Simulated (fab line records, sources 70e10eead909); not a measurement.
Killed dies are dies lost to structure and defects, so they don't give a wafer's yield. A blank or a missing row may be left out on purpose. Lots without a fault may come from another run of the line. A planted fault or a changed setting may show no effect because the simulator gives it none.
fab line records | flow nand_harc
record lots=11 wafers=33 last_day=32
route steps=1302 shown A_M0@1142
lots that met no fault: from a run of the same line without faults
start_h: hours from the record's first day to the start of the lot's first wafer shown | wait_h: hours since the lot's step before | " the same as in the row above | L1.1+2: a row that stands for several wafers | - no value, or no start given | * or withheld: withheld | < > ~ a bound
route shown NAME@n: a module of which the file shows steps, and the number in the route of the first | usual: mean/standard deviation of fault-free wafers | same: alike in all rows | chamber/n: place in a boat | sites: the reading at each site | _std_site: their standard deviation | _edge_site: outer sites' mean less inner sites' | radius_mm: how far each site lies from the wafer's centre | mask NAME#n: copy n | behind: the tool/chamber that last shaped the wafer | hold: why the lot was held/for how many hours/how that ended | device: the transistor (n, p or np) that didn't switch | end of line: the same wafers' tests at the end of the route | a step without rows: its recipe alone | killed: dies lost to structure and defects at the first sort, not the wafer's yield | map: a wafer's dies, x killed, . not, _ none there
set.NAME: the setting as run; set.NAME@STEP: as run at that earlier step | model.NAME: the simulator's own value behind a step, which no gauge read
steps of the route over a sample of lots; a table a step, a row a wafer
services: from which hour (start_h, from the record's first day; less than 0 if before it) a tool's chamber was out of use, for how many hours, and why
## steps
# step NHARC_A_M0_SOFTBAKE_04
# recipe temp_c=105 time_s=55
# usual heater_power_total_W=188.44/0.13
# columns lot.wafer tool chamber start_h wait_h heater_power_total_W
L484.2 litho_track-04 0 535 - 188.31
L484.5 " 0 " " 188.27
L484.6 " 0 " " 188.26
L483.1 litho_track-01 0 540 - 188.39
L483.4 " 0 " " 188.59
L483.5 " 0 " " 188.42
L485.1 litho_track-06 0 552 - 188.40
L485.3 " 0 " " 188.41
L485.5 " 0 " " 188.40
L492.1 litho_track-01 0 623 - 188.34
L492.5 " 0 " " 188.32
L492.6 " 0 " " 188.39
L489.2 litho_track-06 0 628 - 188.38
L489.3 " 0 " " 188.52
L489.4 " 0 " " 188.35
L496.1 litho_track-06 0 654 - 188.42
L496.4 " 0 " " 188.46
L496.6 " 0 " " 188.27
L494.1 litho_track-06 0 661 - 186.08
L494.4 " 0 " " 186.02
L494.6 " 0 " " 186.36
L497.1 litho_track-06 0 677 - 186.01
L497.4 " 0 " " 186.01
L497.5 " 0 " " 186.00
L499.4 litho_track-01 0 696 - 188.73
L499.5 " 0 " " 188.48
L499.6 " 0 " " 188.72
L501.1 litho_track-04 0 724 - 188.36
L501.4 " 0 " " 188.45
L501.5 " 0 " " 188.35
L504.2 litho_track-01 0 732 - 188.43
L504.5 " 0 " " 188.45
L504.6 " 0 " " 188.38
# step NHARC_A_M0_ETCH_34
# recipe target_depth_a=400 overetch_a=120 time_s=43.94 ion_energy_ev=200 n2_flow_sccm=150 h2_flow_sccm=150 ar_flow_sccm=0 rf_w=400 bias_w=150 chemistry=N2/H2
# usual bias_w=149.9/0.46 drypump_motor_current_A=5.7/0.44 oes_product_au=0.999/0.0079 rf_vpp_V=430.9/2.7 showerhead_plenum_p_Torr=2.05/0.092 throttle_valve_pct=14.171/0.0094
# columns lot.wafer tool chamber start_h wait_h bias_w drypump_motor_current_A oes_product_au rf_hours_counter_h rf_vpp_V showerhead_plenum_p_Torr throttle_valve_pct
L484.2 rie_diel-02 3 536.22 0.1 149.6 5.2 0.996 8.1 433.0 2.14 14.178
L484.6 " 2 " " 150.0 5.9 1.000 - 426.3 1.90 14.169
L484.5 " 3 " " 149.4 5.2 0.989 - 433.3 2.14 14.167
L483.1 rie_diel-02 2 541.40 0.1 149.5 5.9 1.003 9.5 427.9 1.90 14.150
L483.4 " 0 " " 150.2 5.5 0.993 8.6 432.8 2.13 14.157
L483.5 " 3 " " 149.9 5.1 1.001 - 432.9 2.13 14.190
L485.3 rie_diel-09 3 553.48 0.1 149.8 6.5 0.993 2.4 427.8 1.90 14.182
L485.1 " 2 " " 149.3 5.2 1.011 0.2 429.5 1.96 14.190
L485.5 " 0 " " 150.0 6.4 1.012 - 430.9 2.11 14.167
L492.1 rie_diel-02 2 624.45 0.1 150.6 5.9 0.979 2.6 426.3 1.90 14.177
L492.5 " 1 " " 149.6 5.6 0.984 - 431.5 2.10 14.171
L492.6 " 2 " " 150.4 5.9 1.002 - 425.9 1.90 14.172
L489.4 rie_diel-09 2 629.57 0.1 150.0 5.2 0.999 4.0 429.3 1.96 14.161
L489.2 " 3 " " 150.0 6.4 0.993 7.2 425.5 1.90 14.157
L489.3 " 1 " " 149.9 5.8 0.992 6.0 430.4 1.97 14.178
L496.4 rie_diel-02 0 655.10 0.1 149.4 5.6 0.993 5.1 432.8 2.13 14.161
L496.1 " 1 " " 150.3 5.6 1.000 4.9 432.6 2.10 14.173
L496.6 " 3 " " 150.1 5.1 1.005 - 431.1 2.13 14.175
L494.4 rie_diel-02 0 662.05 0.1 149.5 5.5 1.001 5.4 432.3 2.13 14.183
L494.1 " 2 " " 150.1 5.9 1.007 4.9 427.3 1.89 14.184
L494.6 " 0 " " 149.5 5.5 1.007 - 433.1 2.13 14.173
L497.1 rie_diel-02 3 678.29 0.1 150.7 5.1 0.990 5.4 432.8 2.13 14.162
L497.4 " 0 " " 149.7 5.5 0.984 5.7 434.0 2.13 14.178
L497.5 " 0 " " 149.4 5.5 0.992 - 434.5 2.13 14.176
L499.4 rie_diel-09 1 697.11 0.1 150.3 5.8 1.004 0.4 428.2 1.97 14.163
L499.6 " 2 " " 150.3 5.2 1.002 - 427.8 1.96 14.174
L499.5 " 3 " " 149.8 6.4 1.001 - 426.5 1.90 14.187
L501.1 rie_diel-09 1 724.80 0.1 149.4 5.8 0.995 1.5 428.7 1.97 14.172
L501.4 " 1 " " 149.8 5.8 0.998 - 428.5 1.97 14.176
L501.5 " 2 " " 150.0 5.2 1.006 - 428.8 1.96 14.193
L504.2 rie_diel-09 0 733.05 0.1 149.2 6.5 0.994 2.1 432.5 2.11 14.165
L504.5 " 0 " " 150.3 6.4 0.992 - 432.5 2.11 14.163
L504.6 " 1 " " 149.5 5.8 0.985 - 427.3 1.97 14.175
# step NHARC_A_M0_ETCH_15
# recipe target_depth_a=1500 overetch_a=150 time_s=82.5 c4f8_flow_sccm=withheld ar_flow_sccm=400 rf_w=600 bias_w=300 chemistry=C4F8/Ar
# usual bias_w=300.0/0.9 oes_product_au=0.949/0.023 rf_vpp_V=441.3/2.9
# columns lot.wafer tool chamber start_h wait_h bias_w oes_product_au rf_hours_counter_h rf_vpp_V
L484.2 rie_diel-02 2 - - 299.7 0.977 8.7 436.1
L484.6 " 3 " " 299.5 0.959 - 443.1
L484.5 " 0 " " 300.0 0.952 - 444.3
L483.1 rie_diel-02 1 - - 298.8 0.925 9.3 442.5
L483.4 " 3 " " 300.4 0.919 8.8 444.0
L483.5 " 1 " " 299.1 0.923 - 443.5
L485.3 rie_diel-09 2 - - 299.0 0.964 0.2 438.4
L485.1 " 0 " " 299.3 0.960 2.5 443.2
L485.5 " 2 " " 299.2 0.955 - 438.5
L492.1 rie_diel-02 3 - - 299.6 0.961 2.6 444.6
L492.6 " 1 " " 300.4 0.968 - 442.9
L492.5 " 2 " " 300.4 0.961 - 436.8
L489.2 rie_diel-09 3 - - 301.4 0.915 7.2 437.6
L489.4 " 1 " " 300.6 0.925 6.0 437.5
L489.3 " 2 " " 299.0 0.923 4.0 438.0
L496.1 rie_diel-02 3 - - 301.2 0.931 4.9 443.3
L496.4 " 0 " " 299.3 0.941 5.2 441.9
L496.6 " 3 " " 301.0 0.938 - 444.0
L494.4 rie_diel-02 3 - - 299.4 0.964 5.2 444.2
L494.1 " 0 " " 299.4 0.961 5.5 445.0
L494.6 " 3 " " 300.2 0.978 - 442.6
L497.4 rie_diel-02 0 - - 299.8 0.913 5.7 442.1
L497.1 " 2 " " 300.0 0.934 5.1 436.3
L497.5 " 3 " " 299.6 0.920 - 443.7
L499.4 rie_diel-09 1 - - 301.2 0.969 0.5 440.3
L499.6 " 0 " " 299.6 0.976 - 441.6
L499.5 " 1 " " 300.5 0.971 - 437.6
L501.1 rie_diel-09 0 - - 301.6 0.966 1.3 444.4
L501.5 " 0 " " 300.2 0.946 - 444.9
L501.4 " 1 " " 300.8 0.951 - 439.8
L504.2 rie_diel-09 0 - - 301.1 0.913 2.1 442.7
L504.5 " 0 " " 301.1 0.921 - 444.4
L504.6 " 1 " " 299.0 0.921 - 440.0
# step NHARC_A_M0_CD_MEAS_16
# usual cd_nm=79.8/0.68
# columns lot.wafer tool chamber start_h wait_h cd_nm
L484.2 cd_sem-03 - 536.43 - 80.3
L484.5 " - " " 81.2
L484.6 " - " " 79.8
L483.1 cd_sem-01 - 541.61 - 78.9
L483.4 " - " " 80.2
L483.5 " - " " 79.3
L485.1 cd_sem-01 - 553.69 - 80.1
L485.3 " - " " 80.3
L485.5 " - " " 80.2
L492.1 cd_sem-03 - 624.66 - 80.7
L492.5 " - " " 79.4
L492.6 " - " " 79.5
L489.2 cd_sem-01 - 629.78 - 80.1
L489.3 " - " " 80.9
L489.4 " - " " 80.8
L496.1 cd_sem-02 - 655.31 - 79.3
L496.4 " - " " 78.8
L496.6 " - " " 79.2
L494.1 cd_sem-03 - 662.26 - 79.4
L494.4 " - " " 79.7
L494.6 " - " " 79.0
L497.1 cd_sem-01 - 678.50 - 78.5
L497.4 " - " " 80.2
L497.5 " - " " 79.6
L499.4 cd_sem-02 - 697.31 - 80.3
L499.5 " - " " 81.1
L499.6 " - " " 80.6
L501.1 cd_sem-02 - 725.03 - 79.8
L501.4 " - " " 79.7
L501.5 " - " " 79.1
L504.2 cd_sem-03 - 733.27 - 80.6
L504.5 " - " " 81.1
L504.6 " - " " 80.4
## services
# columns tool chamber start_h hours kind
rie_diel-09 2 512.51 36.8 repair
rie_diel-02 0 525.21 - clean
rie_diel-02 1 525.21 - clean
rie_diel-02 2 525.21 - clean
rie_diel-02 3 525.21 - clean
litho_track-06 - 529.00 7.0 pm
rie_diel-09 - 543.34 0.5 repair
rie_diel-02 0 549.71 - clean
rie_diel-02 1 549.71 - clean
rie_diel-02 2 549.71 - clean
rie_diel-02 3 549.71 - clean
rie_diel-09 - 552.39 0.6 repair
litho_track-04 - 553.00 7.0 pm
rie_diel-09 1 556.03 7.7 repair
rie_diel-02 - 570.71 9.0 pm
rie_diel-02 0 570.71 9.0 vent_cycle
rie_diel-02 1 615.42 1.6 repair
rie_diel-09 - 674.10 9.0 pm
litho_track-01 - 680.00 7.0 pm
rie_diel-09 1 689.60 4.8 repair
litho_track-06 - 704.00 7.0 pm
rie_diel-09 3 711.74 15.8 repair
rie_diel-02 2 720.49 2.7 repair
litho_track-04 - 728.00 7.0 pm
## key
first_sign step=NHARC_A_M0_SOFTBAKE_04 reading=heater_power_total_W direction=down sigmas=18 usual=* struck=*
effect none on later readings
met_at NHARC_A_M0_SOFTBAKE_04
struck_lots L494,L497
not_acting_at NHARC_A_M0_ETCH_34,NHARC_A_M0_ETCH_15,NHARC_A_M0_CD_MEAS_16
onset_between 654 661
fault kind=process_parameter_drift tool=litho_track-06 chamber=- onset_h=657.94 steps=NHARC_A_M0_SOFTBAKE_04 channel=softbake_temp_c offset=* shape=step end_h=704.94 acts_in=* stated=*
